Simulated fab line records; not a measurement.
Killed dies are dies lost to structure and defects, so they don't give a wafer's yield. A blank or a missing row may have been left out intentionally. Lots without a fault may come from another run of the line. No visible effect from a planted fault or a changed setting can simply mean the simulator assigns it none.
A struck lot beside a sound one -- flow n5_finfet -- 36 steps out of a route of 1938
Sound: wafers L656.2, L656.3, L656.5. Struck: wafer L645.5. (L645.4 of the same lot was not struck and is left out.) The cause comes at the end.
For every step that has rows: the tool of each side, followed by ch and its chambers, followed by its first start. Under that, the readings that differ: sound wafers -- struck wafers -- difference of the means -- sigmas: that difference in standard deviations of wafers without a fault.
alike: same words and numbers on both sides, and readings whose means sit less than 2 such deviations apart. not compared: any withheld reading, any reading some wafer has no value for, any bound like >300 that may hide the same value, and any number with overlapping values for which the record gives no deviation.
Wherever a step has rows on one side only, a row that says differs or no value, or a row with sigmas, the two part there. When numbers do not overlap yet have no deviation, they are printed without sigmas and do not part them. A reading that every wafer of one side lacks parts them only if that side has two wafers or more.

first, 8 steps without rows for these wafers: N5_BEOL_M7_SPUTTER_48 (material Cu, target thk 10 nm, time 1.667 s); N5_BEOL_M7_ECD_50 (material Cu, target thk 300 nm); N5_BEOL_M7_ANNEAL_51 (time 90 s); N5_BEOL_M7_CMP_52 (polishes, stops on SiCOH lowk, t overpolish 6.9 s, target thk 80 nm); N5_BEOL_M7_PRE_CLEAN_55 (time 15 s); N5_BEOL_M7_DEP_56 (deposits SiCN from 3MS/NH3, target thk 10 nm, time 17.5 s); N5_BEOL_M8_ILD_DEP_00 (deposits SiCOH lowk from DEMS/porogen, target thk 179.75 nm, time 33.4 s); N5_BEOL_M8_CURE_74 (cures SiCOH lowk, time 240 s).
N5_BEOL_M8_PECVD_70: deposits SiO2 from TEOS/O2, target thk 20 nm, time 22.7 s.
  sound on pecvd-03 ch 0,2, day 14 11:21; struck on pecvd-03 ch 2, day 10 22:41
reading,sound,struck,difference,sigmas
model.SiO2_of_BEOL_M8_PECVD_70.thk_nm (nm),19.6 19.8 20.2,22,+2,
  alike: heater_power_w, showerhead_plenum_p_Torr, susceptor_temp_C, throttle_valve_pct
then, 25 steps without rows for these wafers: N5_BEOL_M8_HM_DEP_02 (deposits TiN, target thk 20 nm); N5_BEOL_M8_COAT_59 (time 60 s, resist thk 100 nm); N5_BEOL_M8_COAT_60 (time 60 s, resist thk 35 nm); N5_BEOL_M8_COAT_05 (resist thk 90 nm); N5_BEOL_M8_EBR_07; N5_BEOL_M8_SOFTBAKE_06 (time 60 s); N5_BEOL_M8_EXPOSE_08 (exposes mask M8); N5_BEOL_M8_PEB_09 (peb time 60 s); N5_BEOL_M8_DEVELOP_10 (develop time 30 s); N5_BEOL_M8_DESCUM_16 (chemistry O2, time 7.9 s); N5_BEOL_M8_ETCH_61 (etches SiARC in CF4, target depth 45.5 nm, time 75.8 s); N5_BEOL_M8_ETCH_62 (etches SOC in N2/H2, target depth 110 nm, overetch 22 nm, time 165 s); N5_BEOL_M8_STRIP_68 (strips in N2/H2); N5_BEOL_M8_STRIP_67 (strips in CF4); N5_BEOL_M8_HM_OPEN_17 (chemistry Cl2/BCl3, target TiN, target depth 20 nm, overetch 6 nm); N5_BEOL_M8_STRIP_19 (strips in O2); N5_BEOL_M8_COAT_63 (time 60 s, resist thk 60 nm); N5_BEOL_M8_COAT_64 (time 60 s, resist thk 12 nm); N5_BEOL_M8_COAT_71 (time 60 s, resist thk 5 nm); N5_BEOL_M8_COAT_22 (resist thk 30 nm); N5_BEOL_M8_EBR_24; N5_BEOL_M8_SOFTBAKE_23 (time 60 s); N5_BEOL_M8_EXPOSE_25 (exposes mask V7, target cd 40 nm); N5_BEOL_M8_PEB_26 (peb time 60 s); N5_BEOL_M8_DEVELOP_27 (develop time 30 s).
N5_BEOL_M8_HM_STRIP_39: strips TiN in peroxide tin strip, target depth 25 nm, time 158 s.
  sound on wet_bench-04 ch 0,1,3, day 14 18:07; struck on wet_bench-06 ch 1, day 11 03:37
reading,sound,struck,difference,sigmas
model.SiO2_of_BEOL_M8_PECVD_70.thk_nm (nm),19.4 19.6 20,21.8,+2.1,
then, 1 step without rows for these wafers: N5_PASSIVATION_PROBE_49.

WHERE THEY PART
Nowhere in this record.

WHY: the cause the simulator had injected
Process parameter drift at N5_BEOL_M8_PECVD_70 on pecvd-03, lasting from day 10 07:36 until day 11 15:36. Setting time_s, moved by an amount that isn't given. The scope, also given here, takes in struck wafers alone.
